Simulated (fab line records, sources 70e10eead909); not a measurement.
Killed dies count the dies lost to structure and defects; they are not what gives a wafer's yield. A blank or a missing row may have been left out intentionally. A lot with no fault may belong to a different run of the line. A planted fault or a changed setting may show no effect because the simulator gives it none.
Which tool was responsible?	flow nandHarc	72 wafers from 24 lots sampled at 6 of the route's 1159 steps

WHAT EACH GAUGE READ, for each wafer
NHARC_A_BLC_INSPECT_28.
lot	measured	on	rawDefectCount
L075	day 17 10:34	defectInspect-02	381 332 545
L074	day 17 13:55	defectInspect-01	311 363 372
L077	day 17 19:44	defectInspect-01	760 723 431
L076	day 17 21:58	defectInspect-01	429 549 554
L079	day 18 09:44	defectInspect-01	296 453 409
L080	day 18 15:26	defectInspect-02	611 604 421
L081	day 18 18:42	defectInspect-01	700 624 419
L078	day 18 23:42	defectInspect-02	420 454 412
L083	day 19 08:46	defectInspect-02	449 335 405
L082	day 19 20:13	defectInspect-02	348 366 337
L084	day 19 20:41	defectInspect-02	470 339 405
L088	day 20 10:49	defectInspect-01	406 495 476
L086	day 20 17:27	defectInspect-02	272 410 287
L085	day 20 18:07	defectInspect-01	350 339 534
L087	day 20 18:25	defectInspect-01	288 320 326
L090	day 20 23:27	defectInspect-01	382 682 323
L089	day 21 12:13	defectInspect-02	427 375 385
L093	day 22 00:31	defectInspect-01	385 338 454
L092	day 22 05:27	defectInspect-01	394 385 335
L091	day 22 05:58	defectInspect-01	635 643 848
L094	day 22 18:30	defectInspect-01	410 344 360
L096	day 23 02:53	defectInspect-02	1015 714 456
L095	day 23 12:44	defectInspect-01	369 497 533
L097	day 23 22:41	defectInspect-01	299 396 436

NHARC_A_M1_THK_MEAS_24: measures by xrf.
lot	measured	on	thkNm (nm)
L075	day 17 18:23	filmMetro-02	152.9 155.6 153.6
L074	day 17 21:31	filmMetro-02	154.3 156.2 157.2
L077	day 18 03:33	filmMetro-01	153.0 150.9 154.3
L076	day 18 05:25	filmMetro-02	155.2 154.2 153.3
L079	day 18 18:15	filmMetro-01	157.0 154.7 152.8
L080	day 18 23:28	filmMetro-01	155.5 155.5 156.4
L081	day 19 02:17	filmMetro-01	152.8 153.7 154.5
L078	day 19 07:49	filmMetro-01	154.5 157.9 153.4
L083	day 19 16:22	filmMetro-01	152.3 151.9 153.0
L082	day 20 04:11	filmMetro-02	157.1 156.9 154.0
L084	day 20 05:05	filmMetro-02	153.6 158.0 153.7
L088	day 20 18:26	filmMetro-02	154.3 152.7 152.5
L086	day 21 01:54	filmMetro-02	153.5 153.9 157.1
L085	day 21 02:13	filmMetro-02	155.8 156.6 154.5
L087	day 21 02:48	filmMetro-01	155.9 154.2 155.7
L090	day 21 07:22	filmMetro-01	153.5 154.9 155.7
L089	day 21 19:53	filmMetro-02	153.5 150.7 152.5
L093	day 22 07:59	filmMetro-01	150.9 156.0 157.0
L092	day 22 13:19	filmMetro-01	155.0 153.3 155.2
L091	day 22 13:48	filmMetro-01	149.5 151.4 153.4
L094	day 23 02:31	filmMetro-01	154.0 155.6 153.3
L096	day 23 11:11	filmMetro-01	153.2 153.8 158.2
L095	day 23 20:37	filmMetro-01	152.4 152.6 153.2
L097	day 24 06:25	filmMetro-02	155.0 154.0 153.6

NHARC_A_BONDPAD_INSPECT_23.
lot	measured	on	rawDefectCount
L075	day 17 23:19	defectInspect-02	285 436 394
L074	day 18 02:25	defectInspect-01	370 433 617
L077	day 18 08:30	defectInspect-01	315 413 496
L076	day 18 10:18	defectInspect-02	436 277 436
L079	day 18 23:23	defectInspect-01	196 273 239
L080	day 19 04:46	defectInspect-02	532 277 397
L081	day 19 07:09	defectInspect-01	432 437 359
L078	day 19 12:44	defectInspect-02	629 659 488
L083	day 19 21:20	defectInspect-02	478 476 391
L082	day 20 09:18	defectInspect-01	294 423 458
L084	day 20 09:57	defectInspect-02	480 326 411
L088	day 20 23:12	defectInspect-02	360 450 508
L086	day 21 06:38	defectInspect-02	295 366 399
L085	day 21 07:08	defectInspect-01	442 469 405
L087	day 21 07:42	defectInspect-02	284 300 379
L090	day 21 12:15	defectInspect-01	534 825 599
L089	day 22 00:49	defectInspect-02	456 449 501
L093	day 22 12:46	defectInspect-02	360 392 384
L092	day 22 18:24	defectInspect-02	636 498 454
L091	day 22 19:02	defectInspect-02	554 575 407
L094	day 23 07:34	defectInspect-01	450 517 472
L096	day 23 16:31	defectInspect-01	344 374 373
L095	day 24 01:20	defectInspect-02	637 670 517
L097	day 24 11:46	defectInspect-01	502 689 518

EACH LOT AND THE TOOL THAT RAN IT (in order: tool; ch and the chambers of the sampled wafers; start)
lot	NHARC_A_CONTACT_ETCH_97	NHARC_A_CONTACT_STRIP_26	NHARC_A_BLC_DESCUM_15
L075	rieDiel-09 ch 0,2,3, day 16 21:13 or earlier	rieDiel-09 ch 0,1,3, day 16 21:13 or earlier	rieDiel-05 ch 0,2,3, day 16 21:13
L074	rieDiel-02 ch 0,3, day 16 22:22 or earlier	rieDiel-09 ch 0,1,2, day 16 22:22 or earlier	rieDiel-05 ch 0,2,3, day 16 22:22
L077	rieDiel-02 ch 0,3, day 17 15:18 or earlier	rieDiel-02 ch 2,3, day 17 15:18 or earlier	rieDiel-12 ch 0,1,2, day 17 15:18
L076	rieDiel-10 ch 0,1,3, day 17 18:52 or earlier	rieDiel-10 ch 0,1,2, day 17 18:52 or earlier	rieDiel-05 ch 0,3, day 17 18:52
L079	rieDiel-10 ch 1,2, day 18 02:17 or earlier	rieDiel-10 ch 1,2,3, day 18 02:17 or earlier	rieDiel-05 ch 0,1, day 18 02:17
L080	rieDiel-09 ch 0,1,3, day 17 21:09	rieDiel-10 ch 0,3, day 18 10:48 or earlier	rieDiel-12 ch 0,1, day 18 10:48
L081	rieDiel-10 ch 0,1,2, day 18 15:35 or earlier	rieDiel-02 ch 0,1,2, day 18 15:35 or earlier	rieDiel-05 ch 0,1,3, day 18 15:35
L078	rieDiel-10 ch 0,3, day 18 19:17 or earlier	rieDiel-09 ch 1,2, day 18 19:17 or earlier	rieDiel-05 ch 0,1,2, day 18 19:17
L083	rieDiel-10 ch 1,3, day 19 00:23 or earlier	rieDiel-02 ch 1,2, day 19 00:23 or earlier	rieDiel-05 ch 0,2, day 19 00:23
L082	rieDiel-10 ch 0,2,3, day 19 14:31 or earlier	rieDiel-10 ch 1,2, day 19 14:31 or earlier	rieDiel-03 ch 0,2,3, day 19 14:31
L084	rieDiel-10 ch 0,3, day 19 15:22 or earlier	rieDiel-10 ch 1,2, day 19 15:22 or earlier	rieDiel-12 ch 0,1,2, day 19 15:22
L088	rieDiel-10 ch 1,2,3, day 20 03:25 or earlier	rieDiel-10 ch 1,2, day 20 03:25 or earlier	rieDiel-12 ch 1,3, day 20 03:25
L086	rieDiel-10 ch 0,2,3, day 20 12:11 or earlier	rieDiel-02 ch 0,1,3, day 20 12:11 or earlier	rieDiel-05 ch 0,1,2, day 20 12:11
L085	rieDiel-10 ch 1,2,3, day 20 13:04 or earlier	rieDiel-02 ch 2,3, day 20 13:04 or earlier	rieDiel-05 ch 0,3, day 20 13:04
L087	rieDiel-10 ch 0,2,3, day 20 13:41 or earlier	rieDiel-02 ch 0,2,3, day 20 13:41 or earlier	rieDiel-03 ch 0,2,3, day 20 13:41
L090	rieDiel-10 ch 1,3, day 20 11:01	rieDiel-09 ch 1,2,3, day 20 20:28 or earlier	rieDiel-05 ch 1,2,3, day 20 20:28
L089	rieDiel-10 ch 0,1,3, day 20 12:04	rieDiel-02 ch 2,3, day 21 05:08 or earlier	rieDiel-12 ch 0,2,3, day 21 05:08
L093	rieDiel-10 ch 0,1, day 21 00:20	rieDiel-09 ch 0,1,3, day 21 21:31 or earlier	rieDiel-05 ch 0,3, day 21 21:31
L092	rieDiel-02 ch 0,2,3, day 21 23:27 or earlier	rieDiel-10 ch 0,1, day 21 23:27 or earlier	rieDiel-12 ch 2,3, day 21 23:27
L091	rieDiel-10 ch 0,1,2, day 21 23:38 or earlier	rieDiel-10 ch 0,3, day 21 23:38 or earlier	rieDiel-03 ch 0,3, day 21 23:38
L094	rieDiel-10 ch 0,1,3, day 22 11:35 or earlier	rieDiel-09 ch 0,2,3, day 22 11:35 or earlier	rieDiel-12 ch 0,1,2, day 22 11:35
L096	rieDiel-09 ch 0,1, day 22 20:01 or earlier	rieDiel-02 ch 0,1,2, day 22 20:01 or earlier	rieDiel-12 ch 2,3, day 22 20:01
L095	rieDiel-10 ch 2,3, day 22 23:48 or earlier	rieDiel-02 ch 0,2,3, day 22 23:48 or earlier	rieDiel-05 ch 1,2, day 22 23:48
L097	rieDiel-10 ch 0,1,3, day 23 14:16 or earlier	rieDiel-09 ch 0,1, day 23 14:16 or earlier	rieDiel-05 ch 0,2, day 23 14:16
- NHARC_A_CONTACT_ETCH_97: etches the open film in C4F6/O2, target depth 20 nm, time 10 s.
- NHARC_A_CONTACT_STRIP_26: strips in O2.
- NHARC_A_BLC_DESCUM_15: chemistry O2, time 3 s.

WHAT THE TOOLS THEMSELVES READ (means of the sampled wafers that have a number; where no wafer has one, the mark that the record gives instead)
NHARC_A_CONTACT_ETCH_97.
lot	tool	drypumpMotorCurrentA (A)	oesProductAu (a.u.)	rfVppV (V)	showerheadPlenumPTorr (Torr)	throttleValvePct (%)
L075	rieDiel-09	5.8	0.968	548	3.94	26.901
L074	rieDiel-02	5.7	1.005	545	3.85	26.904
L077	rieDiel-02	5.7	0.998	544	3.78	26.909
L076	rieDiel-10	5.7	0.955	549	3.93	26.902
L079	rieDiel-10	6.4	0.943	549	3.97	26.906
L080	rieDiel-09	5.7	0.969	548	3.98	26.901
L081	rieDiel-10	6.1	0.948	548	3.98	26.901
L078	rieDiel-10	5.6	1.001	550	4.02	26.896
L083	rieDiel-10	5.6	0.981	546	3.86	26.919
L082	rieDiel-10	6.0	0.933	550	4.07	26.906
L084	rieDiel-10	5.6	0.957	550	4.08	26.901
L088	rieDiel-10	6.0	0.939	547	3.91	26.897
L086	rieDiel-10	5.9	1.002	551	4.07	26.908
L085	rieDiel-10	6.0	0.946	547	3.91	26.903
L087	rieDiel-10	6.0	0.962	550	4.07	26.903
L090	rieDiel-10	5.7	0.956	544	3.76	26.904
L089	rieDiel-10	5.6	0.957	547	3.92	26.901
L093	rieDiel-10	5.8	0.954	544	3.83	26.899
L092	rieDiel-02	5.8	0.950	547	3.91	26.890
L091	rieDiel-10	6.1	0.998	548	3.98	26.902
L094	rieDiel-10	5.6	0.964	546	3.92	26.904
L096	rieDiel-09	5.4	0.944	545	3.81	26.901
L095	rieDiel-10	6.4	0.945	549	4.05	26.910
L097	rieDiel-10	5.7	0.946	547	3.91	26.909

NHARC_A_CONTACT_STRIP_26.
lot	tool	drypumpMotorCurrentA (A)	oesProductAu (a.u.)	rfVppV (V)	showerheadPlenumPTorr (Torr)	throttleValvePct (%)
L075	rieDiel-09	5.7	1.000	58.0	3.59	17.035
L074	rieDiel-09	5.5	1.004	57.5	3.52	17.035
L077	rieDiel-02	5.8	0.992	58.6	3.62	17.034
L076	rieDiel-10	6.1	0.999	58.0	3.58	17.038
L079	rieDiel-10	6.0	0.998	57.4	3.52	17.038
L080	rieDiel-10	5.6	0.997	57.9	3.61	17.040
L081	rieDiel-02	5.8	0.986	59.6	3.60	17.036
L078	rieDiel-09	5.5	1.001	58.5	3.58	17.037
L083	rieDiel-02	5.8	0.985	58.2	3.67	17.047
L082	rieDiel-10	6.4	1.000	57.1	3.57	17.035
L084	rieDiel-10	6.5	0.996	57.8	3.57	17.041
L088	rieDiel-10	6.1	1.004	57.4	3.43	17.040
L086	rieDiel-02	5.7	0.994	57.9	3.44	17.036
L085	rieDiel-02	5.8	0.982	57.3	3.60	17.036
L087	rieDiel-02	5.8	0.987	57.4	3.52	17.035
L090	rieDiel-09	5.7	1.006	57.5	3.64	17.048
L089	rieDiel-02	5.6	0.981	57.5	3.45	17.029
L093	rieDiel-09	5.6	0.998	58.7	3.56	17.038
L092	rieDiel-10	5.7	1.004	57.2	3.44	17.035
L091	rieDiel-10	5.6	1.011	58.5	3.67	17.041
L094	rieDiel-09	5.8	1.010	57.5	3.52	17.032
L096	rieDiel-02	5.8	1.001	58.3	3.58	17.046
L095	rieDiel-02	5.8	0.998	57.4	3.51	17.044
L097	rieDiel-09	5.3	0.987	57.2	3.53	17.034

NHARC_A_BLC_DESCUM_15.
lot	tool	drypumpMotorCurrentA (A)	oesProductAu (a.u.)	rfVppV (V)	showerheadPlenumPTorr (Torr)	throttleValvePct (%)
L075	rieDiel-05	5.4	1.002	57.5	1.94	11.305
L074	rieDiel-05	5.5	1.000	58.7	1.94	11.306
L077	rieDiel-12	5.3	1.004	57.0	1.87	11.304
L076	rieDiel-05	5.4	1.002	57.5	1.92	11.305
L079	rieDiel-05	5.5	0.998	58.2	1.99	11.306
L080	rieDiel-12	5.2	0.993	57.8	1.79	11.305
L081	rieDiel-05	5.7	1.004	57.8	1.93	11.307
L078	rieDiel-05	5.7	0.989	57.3	1.95	11.313
L083	rieDiel-05	5.2	1.001	57.6	2.00	11.305
L082	rieDiel-03	5.6	1.001	57.9	1.88	11.307
L084	rieDiel-12	5.2	0.993	57.2	1.87	11.310
L088	rieDiel-12	5.1	1.004	57.8	1.82	11.309
L086	rieDiel-05	5.7	1.004	59.5	1.95	11.314
L085	rieDiel-05	5.2	1.006	57.9	1.97	11.304
L087	rieDiel-03	5.6	1.003	57.3	1.88	11.303
L090	rieDiel-05	6.0	1.010	58.1	1.90	11.304
L089	rieDiel-12	5.5	0.986	58.2	1.92	11.307
L093	rieDiel-05	5.4	1.000	57.8	1.92	11.302
L092	rieDiel-12	5.6	0.997	57.8	1.96	11.314
L091	rieDiel-03	5.9	1.006	57.8	1.79	11.323
L094	rieDiel-12	5.2	0.996	57.2	1.87	11.305
L096	rieDiel-12	5.5	1.000	57.9	2.00	11.314
L095	rieDiel-05	6.3	0.995	57.4	1.91	11.315
L097	rieDiel-05	5.2	1.006	58.2	2.00	11.318

THE ANSWER, worked out from the rows above alone
Rule: the usual values come from the lots themselves. The widest of any qualifying gaps counts: lots, ordered by their means at a reading, are off when they make up no more than a third of the lots, leave a main group of 4 or more, and stand apart from it by 3 or more times the standard deviation of that group's means. The tables above print the reading to a certain number of digits; a main group whose means all agree to those digits is not used. A lot without any number at a reading at which 4 lots or more have one is off too. All remaining lots with rows at the step are treated as sound. Order of review: gauges by route order, followed by the tools' own readings, for which a lot's mean as printed above is used. At the first step where some lot is off, the reading lying furthest off is the one used; lots without a number count as furthest.
No lot is off on any of the readings shown, so nothing can be concluded from this.

WHAT THE SIMULATOR HAD PUT IN
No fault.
